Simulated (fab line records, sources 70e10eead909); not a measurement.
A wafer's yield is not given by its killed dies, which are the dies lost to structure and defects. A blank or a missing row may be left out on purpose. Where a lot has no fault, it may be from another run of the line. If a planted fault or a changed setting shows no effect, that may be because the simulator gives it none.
A lot that was struck, set against a sound lot    flow nand_harc    18 steps out of a route of 1159
Sound: wafers L413.2, L413.3, L413.5. Wafers struck: L423.3, L423.4, L423.6. The cause comes at the end.
Each step with rows lists, per side, the tool, then ch with its chambers, then its first start. Under that, the readings that differ: sound wafers    struck wafers    difference of the means    sigmas: that difference in standard deviations of wafers without a fault.
alike: words and numbers the same on both sides, and readings whose means are apart by under 2 such deviations; not compared: readings that were withheld, readings missing a value for some wafer, numbers with overlapping values and no deviation given by the record, and bounds like >300 which may hide the same value.
Wherever a step has rows on one side only, a row that says differs or no value, or a row with sigmas, the two part there. Numbers that have no deviation but don't overlap get no sigmas and don't part them. Lack of a reading on every wafer of one side parts them only where that side has two or more wafers.

NHARC_P_M1_INSPECT_11:
  sound: defect_inspect-02 at day 6 12:30; struck: defect_inspect-01 at day 10 01:12
  alike: raw_defect_count
then, 1 step without rows for these wafers: NHARC_P_M1_DESCUM_14 (chemistry O2, time 3 s).
NHARC_P_M1_ETCH_35: etches the open film in N2/H2, target depth 40 nm, overetch 12 nm, time 43.94 s.
  sound on rie_diel-04 ch 0,2, day 6 12:39; struck on rie_diel-12 ch 0,1,2, day 10 01:21
  alike: chamber_pressure_mTorr, drypump_motor_current_A, oes_product_au, rf_fwd_power_W, rf_vpp_V, showerhead_plenum_p_Torr, throttle_valve_pct
  not compared: rf_hours_counter_h
then, 1 step without rows for these wafers: NHARC_P_M1_ETCH_15 (etches the open film in C4F8/Ar, target depth 182.5 nm, time 91.2 s).
NHARC_P_M1_CD_MEAS_16:
  sound: cd_sem-02 at day 6 12:52; struck: cd_sem-03 at day 10 01:34
  alike: cd_nm
NHARC_P_M1_STRIP_18: strips in N2/H2.
  sound on rie_diel-04 ch 0,1, day 6 12:56; struck on rie_diel-04 ch 0,3, day 10 01:38
  alike: chamber_pressure_mTorr, drypump_motor_current_A, oes_product_au, rf_fwd_power_W, rf_vpp_V, showerhead_plenum_p_Torr, throttle_valve_pct
  not compared: rf_hours_counter_h
then, 3 steps without rows for these wafers: NHARC_P_M1_ETCH_28 (etches the open film in CF4/N2, target depth 30 nm, time 72.99 s); NHARC_P_M1_STRIP_19 (strips in post etch residue remover, time 600 s); NHARC_P_M1_DEGAS_29 (time 60 s).
NHARC_P_M1_PRE_CLEAN_30: time 30 s.
  sound on pvd_sputter-03; struck on pvd_sputter-01
  alike: heater_power_w
NHARC_P_M1_PVD_20: deposits TaN, target thk 5 nm, time 8.06 s.
  sound on pvd_sputter-03; struck on pvd_sputter-01
  alike: substrate_temp_c, throttle_valve_pct
NHARC_P_M1_PVD_21: deposits Cu, target thk 30 nm, time 20.49 s.
  sound on pvd_sputter-03; struck on pvd_sputter-01
  alike: substrate_temp_c, throttle_valve_pct
NHARC_P_M1_ECD_22: material Cu, target thk 400 nm.
  sound on ecd_cu-01 ch 0,1, day 6 13:56; struck on ecd_cu-01 ch 0,1, day 10 02:47
  no value came back on the struck wafers for bath_heat_duty_pct (%), bath_temp_c (C); on the sound wafers bath_heat_duty_pct (%) reads 6.7 7.7 6.6
then, 1 step without rows for these wafers: NHARC_P_M1_ANNEAL_31 (time 90 s).
NHARC_P_M1_CMP_23: polishes, t overpolish 20 s, target thk 157.82 nm.
  sound on cmp-04 ch 1,2,3, day 6 14:41; struck on cmp-04 ch 0,2,3, day 10 03:24
reading                 sound     struck  difference  sigmas
time_to_endpoint_s (s)  31 28 30  2 6 5   -25         -8
  alike: edge_zone_pressure_frac, motor_current_A
NHARC_P_M1_THK_MEAS_24: measures by xrf.
  sound: film_metro-01 at day 6 14:58; struck: film_metro-01 at day 10 03:43
reading      sound              struck          difference  sigmas
thk_nm (nm)  160.1 156.3 157.0  28.6 27.7 28.3  -129.6      -76
after that, 1 step had no rows for these wafers: NHARC_P_M1_SRD_25.
-- the record jumps here: 13 days lie between the struck wafers' starts before and after (it left off in module P_M1 and takes up again in module END, whose first step shown is number 1159 of the route) --
NHARC_END_SORT_01:
  only the struck wafers appear in the record here, on prober-02 ch 0 at day 23 08:57; the sound ones have no rows

## WHERE THEY PART
Last at NHARC_END_SORT_01 as far as this record goes, first at NHARC_P_M1_ECD_22.

WHY: the cause the simulator had injected
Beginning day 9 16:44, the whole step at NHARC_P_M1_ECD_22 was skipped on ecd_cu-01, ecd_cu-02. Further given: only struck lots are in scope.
